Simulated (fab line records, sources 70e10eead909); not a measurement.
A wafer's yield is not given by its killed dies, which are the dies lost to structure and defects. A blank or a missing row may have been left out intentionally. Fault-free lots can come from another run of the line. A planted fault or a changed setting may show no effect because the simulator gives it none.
fab line records ; flow nand_harc
[record] lots = 12; wafers = 36; last_day = 34
route steps=1302 shown P_ZERO_WELL@31 P_STI@70 END@1302
lots that met no fault: taken from a fault-free run of the same line
start_h: hours from the record's opening day to when the first of the lot's shown wafers began ; wait_h: hours since the lot's step before ; " as in the row above ; L1.1+2: a row that stands for several wafers ; - value missing, or start not given ; * or withheld: withheld ; < > ~ a bound
route shown NAME@n: a module of which the file shows steps, and the number in the route of the first ; usual: mean/standard deviation taken from wafers without a fault ; same: alike in all rows ; chamber/n: place in a boat ; sites: the reading at each site ; _std_site: their standard deviation ; _edge_site: the outer-site mean with the inner-site mean subtracted ; radius_mm: how far each site lies from the wafer's centre ; mask NAME#n: copy n ; behind: the tool/chamber that last shaped the wafer ; hold: why the lot went on hold/how many hours it stayed there/how the hold came to an end ; device: whichever transistor did not switch (one of n, p or np) ; end of line: the route-end tests of the same wafers ; where a step has no rows: the recipe by itself ; killed: the dies lost at the first sort to structure and to defects; this is not the yield of the wafer ; map: a wafer's dies, marking killed ones x, the rest . and places with no die _
set.NAME: the run value of the setting; set.NAME@STEP: its run value at that earlier step ; model.NAME: the simulator's own value behind a step, which no gauge read
route steps across a sampled set of lots; one table per step, one row per wafer
services: a tool's chamber out of use, with start hour (start_h, from the record's first day; less than 0 if before it), hours out, and reason
[[steps]]
[step NHARC_P_ZERO_WELL_DESCUM_26]
[recipe] time_s = 3; o2_flow_sccm = 200; ar_flow_sccm = 0; bias_power_w = 0; chemistry = O2
[usual] drypump_motor_current_A = 5.62/0.29; mfc_ar_sccm = 0.013/0.014; oes_product_au = 1.000/0.0077; rf_vpp_V = 57.8/0.9; showerhead_plenum_p_Torr = 1.93/0.089; throttle_valve_pct = 11.311/0.0097
lot.wafer;tool;chamber;start_h;wait_h;drypump_motor_current_A;mfc_ar_sccm;oes_product_au;rf_hours_counter_h;rf_vpp_V;showerhead_plenum_p_Torr;throttle_valve_pct
L250.4;rie_diel-11;2;42.70;-;5.79;0.030;1.012;44;56.9;1.80;11.312
L250.5;rie_diel-11;0;42.70;-;5.32;0;0.992;-;57.0;1.82;11.315
L250.6;rie_diel-11;1;42.70;-;5.75;0;1.000;-;56.9;1.88;11.311
L254.2;rie_diel-04;1;82.65;-;5.71;0.011;1.010;22;57.5;2.00;11.290
L254.5;rie_diel-04;2;82.65;-;5.95;0;1.015;-;58.0;1.99;11.311
L254.6;rie_diel-04;3;82.65;-;4.96;0.003;0.995;-;58.6;1.91;11.307
L256.2;rie_diel-02;1;102.93;-;5.78;0.031;0.991;17;57.8;2.07;11.307
L256.1;rie_diel-02;2;102.93;-;6.01;0.027;0.983;20;56.9;1.88;11.314
L256.5;rie_diel-02;0;102.93;-;5.64;0;0.997;-;57.2;1.82;11.326
L263.4;rie_diel-02;0;173.10;-;5.64;0;0.998;32;57.5;1.81;11.304
L263.1;rie_diel-02;1;173.10;-;5.81;0.031;0.998;34;58.5;2.07;11.324
L263.3;rie_diel-02;2;173.10;-;6.02;0.027;0.993;36;57.1;1.88;11.308
L264.3;rie_diel-11;1;182.80;-;5.76;0;1.002;29;57.1;1.87;11.301
L264.1;rie_diel-11;2;182.80;-;5.82;0.030;0.993;29;56.8;1.79;11.313
L264.6;rie_diel-11;3;182.80;-;5.70;0.026;0.987;-;59.3;2.01;11.322
L265.3;rie_diel-11;3;192.74;-;5.73;0.026;1.005;34;59.0;2.01;11.309
L265.4;rie_diel-11;1;192.74;-;5.76;0;1.005;33;57.1;1.87;11.303
L265.2;rie_diel-11;2;192.74;-;5.80;0.030;1.000;32;58.0;1.78;11.301
L266.4;rie_diel-04;2;202.49;-;5.95;0;1.010;3;58.5;1.98;11.312
L266.3;rie_diel-04;3;202.49;-;4.96;0.003;0.999;4;58.7;1.90;11.300
L266.6;rie_diel-04;2;202.49;-;5.93;0;1.006;-;59.0;1.98;11.314
L267.1;rie_diel-02;1;212.64;-;5.78;0.031;0.997;46;58.7;2.06;11.304
L267.3;rie_diel-02;3;212.64;-;5.23;0.037;0.989;49;58.3;1.98;11.312
L267.5;rie_diel-02;1;212.64;-;5.75;0.031;1.004;-;58.5;2.06;11.310
L268.2;rie_diel-04;1;222.77;-;5.69;0.011;0.995;7;56.5;1.99;11.318
L268.5;rie_diel-04;2;222.77;-;5.94;0;0.992;-;59.2;1.97;11.299
L268.6;rie_diel-04;3;222.77;-;4.97;0.003;1.000;-;57.2;1.90;11.305
L269.2;rie_diel-02;2;232.58;-;6.02;0.027;1.007;2;57.3;1.87;11.312
L269.1;rie_diel-02;0;232.58;-;5.59;0;1.006;1;56.9;1.81;11.313
L269.3;rie_diel-02;1;232.58;-;5.77;0.031;1.012;2;57.4;2.06;11.298
L270.2;rie_diel-04;1;242.53;-;5.69;0.011;0.998;15;59.7;1.99;11.295
L270.5;rie_diel-04;0;242.53;-;5.58;0.001;0.993;-;58.1;2.00;11.309
L270.6;rie_diel-04;1;242.53;-;5.68;0.011;0.999;-;58.8;1.99;11.310
L271.2;rie_diel-04;2;252.74;-;5.98;0;0.999;19;57.9;1.97;11.308
L271.3;rie_diel-04;1;252.74;-;5.72;0.011;0.999;21;58.5;1.98;11.316
L271.6;rie_diel-04;3;252.74;-;4.96;0.003;1.002;-;56.6;1.89;11.296
[step NHARC_P_STI_PRECLEAN_27]
[recipe] time_s = *; temp_c = 50; bath_age_min = 0; chemistry = SC1
lot.wafer;tool;chamber;start_h;wait_h
L250.6+4+5;wet_bench-06;1,4,5;47.62;0.0
L254.6+2+5;wet_bench-06;3,5,6;87.70;0.0
L256.2+5+1;wet_bench-06;5,7,0;108.14;0.0
L263.1+4+3;wet_bench-06;2,5,6;178.07;0.1
L264.1+3+6;wet_bench-04;6,0,1;188.13;0.0
L265.3+4+2;wet_bench-09;1,3,6;197.55;0.1
L266.3+6+4;wet_bench-06;2,4,5;207.42;0.1
L267.1+5+3;wet_bench-09;2,3,5;217.86;0.0
L268.6+2+5;wet_bench-09;1,3,4;227.81;0.0
L269.1+2+3;wet_bench-09;1,2,4;238.77;0.0
L270.6+2+5;wet_bench-04;1,2,4;247.59;0.0
L271.3+2+6;wet_bench-04;4,6,1;257.79;0.1
[step NHARC_P_STI_INSPECT_11]
[usual] raw_defect_count = 6.2/2.8
lot.wafer;tool;chamber;start_h;wait_h;raw_defect_count
L250.4;defect_inspect-02;-;67.27;0.0;6
L250.5;defect_inspect-02;-;67.27;0.0;7
L250.6;defect_inspect-02;-;67.27;0.0;6
L254.2;defect_inspect-02;-;103.66;0.0;772
L254.5;defect_inspect-02;-;103.66;0.0;743
L254.6;defect_inspect-02;-;103.66;0.0;730
L256.1;defect_inspect-02;-;122.49;0.0;775
L256.2;defect_inspect-02;-;122.49;0.0;689
L256.5;defect_inspect-02;-;122.49;0.0;706
L263.1;defect_inspect-02;-;192.71;0.0;0
L263.3;defect_inspect-02;-;192.71;0.0;2
L263.4;defect_inspect-02;-;192.71;0.0;5
L264.1;defect_inspect-02;-;203.30;0.0;8
L264.3;defect_inspect-02;-;203.30;0.0;9
L264.6;defect_inspect-02;-;203.30;0.0;6
L265.2;defect_inspect-02;-;211.91;0.0;9
L265.3;defect_inspect-02;-;211.91;0.0;8
L265.4;defect_inspect-02;-;211.91;0.0;6
L266.3;defect_inspect-02;-;222.66;0.0;1
L266.4;defect_inspect-02;-;222.66;0.0;4
L266.6;defect_inspect-02;-;222.66;0.0;5
L267.1;defect_inspect-02;-;233.06;0.0;10
L267.3;defect_inspect-02;-;233.06;0.0;7
L267.5;defect_inspect-02;-;233.06;0.0;9
L268.2;defect_inspect-01;-;247.86;0.0;9
L268.5;defect_inspect-01;-;247.86;0.0;11
L268.6;defect_inspect-01;-;247.86;0.0;6
L269.1;defect_inspect-02;-;254.44;0.0;13
L269.2;defect_inspect-02;-;254.44;0.0;2
L269.3;defect_inspect-02;-;254.44;0.0;10
L270.2;defect_inspect-02;-;261.98;0.0;5
L270.5;defect_inspect-02;-;261.98;0.0;6
L270.6;defect_inspect-02;-;261.98;0.0;6
L271.2;defect_inspect-01;-;272.36;0.0;1
L271.3;defect_inspect-01;-;272.36;0.0;4
L271.6;defect_inspect-01;-;272.36;0.0;7
[step NHARC_P_STI_ETCH_31]
[recipe] target_depth_a = 1089; time_s = 54.5; cf4_flow_sccm = 100; chf3_flow_sccm = 30; ar_flow_sccm = 0; rf_w = 500; bias_w = 200; chemistry = CF4/CHF3
[usual] drypump_motor_current_A = 5.8/0.37; mfc_ar_sccm = 0.002/0.0042; oes_product_au = 0.960/0.017; rf_vpp_V = 370.3/1.6; showerhead_plenum_p_Torr = 1.56/0.046; throttle_valve_pct = 16.801/0.0088
lot.wafer;tool;chamber;start_h;wait_h;drypump_motor_current_A;mfc_ar_sccm;oes_product_au;rf_hours_counter_h;rf_vpp_V;showerhead_plenum_p_Torr;throttle_valve_pct
L250.4;rie_diel-09;0;-;-;5.9;0;0.958;5;374.0;1.64;16.806
L250.6;rie_diel-09;0;-;-;5.8;0;0.962;-;371.9;1.64;16.808
L250.5;rie_diel-09;1;-;-;5.9;0;0.971;-;370.2;1.54;16.805
L254.2;rie_diel-10;3;-;-;5.0;0.000;0.942;1;368.0;1.52;16.800
L254.5;rie_diel-10;0;-;-;5.7;0.009;0.943;-;372.0;1.61;16.807
L254.6;rie_diel-10;1;-;-;5.1;0;0.939;-;370.9;1.59;16.802
L256.2;rie_diel-10;2;-;-;5.9;0.011;0.968;2;366.9;1.48;16.806
L256.1;rie_diel-10;3;-;-;5.0;0.000;0.944;3;369.4;1.52;16.797
L256.5;rie_diel-10;0;-;-;5.7;0.009;0.947;-;370.8;1.61;16.804
L263.3;rie_diel-09;1;-;-;5.8;0;0.977;3;369.6;1.53;16.790
L263.4;rie_diel-09;2;-;-;6.0;0;0.988;3;371.1;1.58;16.806
L263.1;rie_diel-09;0;-;-;5.8;0;0.962;2;372.2;1.64;16.798
L264.3;rie_diel-09;2;-;-;6.0;0;0.921;4;371.2;1.58;16.786
L264.1;rie_diel-09;0;-;-;5.8;0;0.920;3;372.0;1.64;16.804
L264.6;rie_diel-09;2;-;-;6.0;0;0.940;-;371.2;1.58;16.795
L265.4;rie_diel-09;1;-;-;5.8;0;0.971;4;369.3;1.53;16.793
L265.3;rie_diel-09;2;-;-;6.0;0;0.971;4;369.5;1.58;16.805
L265.2;rie_diel-09;0;-;-;5.8;0;0.979;3;372.5;1.64;16.792
L266.4;rie_diel-09;1;-;-;5.9;0;0.976;5;368.7;1.53;16.788
L266.3;rie_diel-09;2;-;-;6.0;0;0.968;5;370.9;1.58;16.794
L266.6;rie_diel-09;1;-;-;5.8;0;0.984;-;368.2;1.53;16.793
L267.1;rie_diel-09;2;-;-;6.0;0;0.987;5;370.4;1.58;16.795
L267.3;rie_diel-09;3;-;-;6.1;0;0.969;4;369.5;1.55;16.780
L267.5;rie_diel-09;0;-;-;5.8;0;0.942;-;372.5;1.64;16.800
L268.2;rie_diel-06;1;-;-;5.6;0.013;0.937;9;372.0;1.59;16.801
L268.6;rie_diel-06;0;-;-;6.1;0.006;0.952;-;370.2;1.50;16.809
L268.5;rie_diel-06;3;-;-;6.2;0;0.942;-;368.7;1.54;16.793
L269.3;rie_diel-09;2;-;-;6.0;0;0.954;8;369.6;1.58;16.800
L269.1;rie_diel-09;3;-;-;6.1;0;0.961;7;367.8;1.55;16.784
L269.2;rie_diel-09;0;-;-;5.8;0;0.938;6;372.8;1.64;16.800
L270.2;rie_diel-06;1;-;-;5.6;0.013;0.924;11;372.4;1.59;16.794
L270.5;rie_diel-06;3;-;-;6.3;0;0.937;-;369.6;1.54;16.813
L270.6;rie_diel-06;0;-;-;6.1;0.006;0.930;-;367.6;1.50;16.803
L271.2;rie_diel-10;1;-;-;5.1;0;0.963;1;371.5;1.59;16.798
L271.3;rie_diel-10;2;-;-;5.9;0.011;0.970;1;368.0;1.48;16.808
L271.6;rie_diel-10;2;-;-;5.9;0.011;0.971;-;368.2;1.48;16.800
[step NHARC_P_STI_CMP_21]
[recipe] t_overpolish_s = 20; target_thk_nm = 380.67
[usual] motor_current_A = 12.1/1.5; overpolish_run_s = 19.999/0.009
lot.wafer;tool;chamber;start_h;wait_h;motor_current_A;overpolish_run_s
L250.4;cmp-02;0;86.00;0.4;13.1;20.007
L250.5;cmp-02;2;86.00;0.4;11.1;20.005
L250.6;cmp-02;3;86.00;0.4;10.2;19.996
L254.2;cmp-01;0;122.39;0.4;14.4;19.980
L254.5;cmp-01;2;122.39;0.4;13.6;20.001
L254.6;cmp-01;3;122.39;0.4;12.6;20.007
L256.2;cmp-03;0;144.83;0.4;11.9;19.976
L256.1;cmp-03;1;144.83;0.4;12.2;19.996
L256.5;cmp-03;1;144.83;0.4;11.1;20.005
L263.3;cmp-01;3;211.55;0.4;13.6;20.005
L263.4;cmp-01;0;211.55;0.4;13.8;20.001
L263.1;cmp-01;2;211.55;0.4;12.8;20.016
L264.1;cmp-01;3;223.88;0.4;13.1;19.987
L264.3;cmp-01;1;223.88;0.4;11.2;19.998
L264.6;cmp-01;3;223.88;0.4;12.4;20.004
L265.3;cmp-02;1;230.21;0.4;9.8;19.995
L265.2;cmp-02;2;230.21;0.4;11.4;19.987
L265.4;cmp-02;3;230.21;0.4;10.0;20.012
L266.4;cmp-02;2;243.43;0.4;11.3;20.004
L266.3;cmp-02;0;243.43;0.4;13.2;19.996
L266.6;cmp-02;3;243.43;0.4;9.3;19.997
L267.3;cmp-01;3;251.22;0.4;13.8;19.995
L267.1;cmp-01;0;251.22;0.4;13.8;19.991
L267.5;cmp-01;1;251.22;0.4;11.1;19.985
L268.2;cmp-02;0;269.18;0.4;12.9;20.008
L268.6;cmp-02;3;269.18;0.4;9.5;19.997
L268.5;cmp-02;0;269.18;0.4;12.5;19.991
L269.3;cmp-02;3;273.84;0.4;9.9;20.007
L269.2;cmp-02;0;273.84;0.4;13.0;19.995
L269.1;cmp-02;2;273.84;0.4;11.4;20.011
L270.2;cmp-02;3;282.13;0.4;10.2;20.002
L270.5;cmp-02;2;282.13;0.4;10.9;19.990
L270.6;cmp-02;3;282.13;0.4;9.6;19.997
L271.3;cmp-02;0;290.44;0.4;13.4;19.984
L271.2;cmp-02;1;290.44;0.4;9.6;20.000
L271.6;cmp-02;3;290.44;0.4;10.3;20.012
[step NHARC_END_SORT_01]
[recipe] temp_c = 25
[usual] killed_at_array = 62/16; killed_at_other = 0.8/1.1; killed_at_periphery = 4/3.2; killed_dies = 67/16; killed_open = 3.5/1.9; killed_short = 2.1/1.5
[same] gross_dies = 677
lot.wafer;tool;chamber;start_h;wait_h;killed_at_array;killed_at_other;killed_at_periphery;killed_dies;killed_open;killed_short
L254.2;prober-01;0;632.03;2.8;54;3;98;155;8;2
L254.5;prober-01;0;634.42;3.7;49;2;64;115;1;3
L254.6;prober-01;0;635.21;4.0;59;1;92;152;2;1
L256.1;prober-01;0;649.19;2.5;55;0;101;156;3;5
L256.2;prober-01;0;649.99;2.8;48;0;92;140;5;5
L256.5;prober-01;0;652.38;3.7;39;0;95;134;2;2
// killed by level:class
L254.2 P_STI:unspecified=91 A_CHANNEL_HOLE_D1:chamber_film_flake=36 A_CHANNEL_HOLE_D2:chamber_film_flake=6 P_ZERO_WELL:chamber_film_flake=4 A_CONTACT:geometric_particle:open=3 A_CHANNEL_FILL_D1:geometric_particle:open=2 A_CONTACT:chamber_film_flake=2 THIN_TSV:chamber_film_flake=2
L254.5 P_STI:unspecified=56 A_CHANNEL_HOLE_D1:chamber_film_flake=20 A_CHANNEL_HOLE_D2:chamber_film_flake=15 P_CONTACT:chamber_film_flake=4 P_ZERO_WELL:chamber_film_flake=3 A_WL_FILL:chamber_film_flake=3 A_CHANNEL_FILL_D1:geometric_particle:short=2 A_SLIT:chamber_film_flake=2
L254.6 P_STI:unspecified=89 A_CHANNEL_HOLE_D1:chamber_film_flake=35 A_CHANNEL_HOLE_D2:chamber_film_flake=15 P_CONTACT:chamber_film_flake=3 A_CONTACT:chamber_film_flake=2 A_CHANNEL_HOLE_D1:geometric_particle:short=1 A_CHANNEL_HOLE_D1:geometric_particle:open=1 A_M1:geometric_particle:open=1
L256.1 P_STI:unspecified=91 A_SLIT:chamber_film_flake=28 A_CHANNEL_HOLE_D2:chamber_film_flake=9 P_CONTACT:chamber_film_flake=5 A_CHANNEL_HOLE_D1:chamber_film_flake=3 A_STAIRCASE:chamber_film_flake=3 P_ZERO_WELL:chamber_film_flake=2 A_DECK1_JOINT:chamber_film_flake=2
L256.2 P_STI:unspecified=79 A_SLIT:chamber_film_flake=22 P_CONTACT:chamber_film_flake=9 A_CHANNEL_HOLE_D2:chamber_film_flake=8 A_CHANNEL_HOLE_D1:chamber_film_flake=3 A_CONTACT:chamber_film_flake=3 P_GATE:geometric_particle:open=2 P_ZERO_WELL:chamber_film_flake=2
L256.5 P_STI:unspecified=89 A_SLIT:chamber_film_flake=25 P_CONTACT:chamber_film_flake=4 A_CHANNEL_HOLE_D1:chamber_film_flake=3 A_CONTACT:chamber_film_flake=2 A_M0:chamber_film_flake=2 P_CONTACT:geometric_particle:open=1 A_CHANNEL_FILL_D1:geometric_particle:short=1
[[services]]
tool;chamber;start_h;hours;kind
cmp-02;-;36.73;4.0;pm
rie_diel-09;-;39.62;0.7;repair
rie_diel-02;-;39.85;9.0;pm
rie_diel-09;1;47.84;13.2;repair
cmp-02;-;53.33;1.1;repair
rie_diel-09;-;70.67;0.4;repair
cmp-01;-;87.50;4.0;pm
rie_diel-04;2;89.98;4.5;repair
cmp-02;-;95.93;1.6;repair
rie_diel-09;-;99.84;0.5;repair
cmp-02;-;108.00;0.5;repair
cmp-02;-;124.41;1.3;repair
rie_diel-02;0;126.83;16.6;repair
cmp-02;-;134.73;4.0;pm
rie_diel-02;1;135.23;5.7;repair
rie_diel-09;-;143.10;9.0;pm
rie_diel-04;2;159.65;7.2;repair
rie_diel-04;-;177.90;9.0;pm
rie_diel-09;0;178.64;4.3;repair
wet_bench-06;-;193.60;8.0;pm
cmp-02;-;217.06;1.8;repair
rie_diel-09;0;226.41;1.3;repair
cmp-02;-;232.73;4.0;pm
cmp-02;-;266.57;1.0;repair
[[key]]
[first_sign] step = NHARC_P_STI_INSPECT_11; reading = raw_defect_count; direction = up; sigmas = 99+; usual = 6.2; struck = 735.8
[effect] step = NHARC_END_SORT_01; reading = killed_at_periphery; direction = up; sigmas = 27; usual = 4; struck = 90
[more_kills_born_at] NHARC_P_STI_PRECLEAN_27@wet_bench-06 = 495
met_at NHARC_P_STI_PRECLEAN_27
struck_lots L254,L256
tester_left_out L254,L256
not_acting_at NHARC_P_ZERO_WELL_DESCUM_26,NHARC_P_STI_ETCH_31,NHARC_P_STI_CMP_21
onset_between 47.62 87.70
[fault] kind = chamber_particle_source; tool = wet_bench-06; chamber = -; onset_h = 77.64; steps = NHARC_P_STI_PRECLEAN_27; rate_per_visit_cm2 = 1.139; end_h = 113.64
// tester_left_out: of these lots the tester's yield and bins aren't shown, on N5 and GAA mostly nor the transistor test; their killed dies are dies lost to structure and defects alone, not to doping, threshold or leakage, so they don't give the yield
